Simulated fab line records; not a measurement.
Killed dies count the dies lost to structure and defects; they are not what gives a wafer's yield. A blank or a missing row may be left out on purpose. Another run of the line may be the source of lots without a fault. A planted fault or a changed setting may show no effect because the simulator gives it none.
Chamber matching    flow nand_harc    4 sister chambers for NHARC_P_M0_ETCH_34 on rie_diel-06
The step etches the open film in N2/H2, target depth 40 nm, overetch 12 nm, time 43.94 s. 4 wafers are shown with their chamber, then 7 later ones without.

## WAFERS WITH THEIR CHAMBER
wafer   chamber  drypump_motor_current_A (A)
L081.2  3        5.0
L081.4  0        5.6
L083.1  2        4.8
L083.2  1        5.2

## WAFERS WITHOUT THEIR CHAMBER
wafer   drypump_motor_current_A (A)
L083.5  5.7
L084.3  5.6
L084.4  4.8
L084.5  5.1
L091.2  5.6
L091.4  5.0
L091.5  5.2

## EACH ONE'S CHAMBER
wafer   from the rows above      in truth
L083.5  0                        0
L084.3  0                        0
L084.4  2                        2
L084.5  can't be placed: 3 or 1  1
L091.2  0                        0
L091.4  3                        3
L091.5  1                        1
Placed correctly: 6 of 7. Cannot be placed on the basis of these rows: 1; the candidates contain the true chamber in 1. 0 placed wrongly.
How it was worked out, from the rows above alone: a wafer's distance from a chamber is the root of the sum, over the readings, of the square of ((its reading less the chamber's mean) divided by the reading's scatter). If the next closest chamber is less than 2 further off than the closest, the wafer can't be placed; otherwise it belongs to the closest. Each chamber's mean is taken over the wafers shown for it. The scatter: root of mean squared gap, hidden wafer to nearest shown wafer, with one shown wafer a chamber.
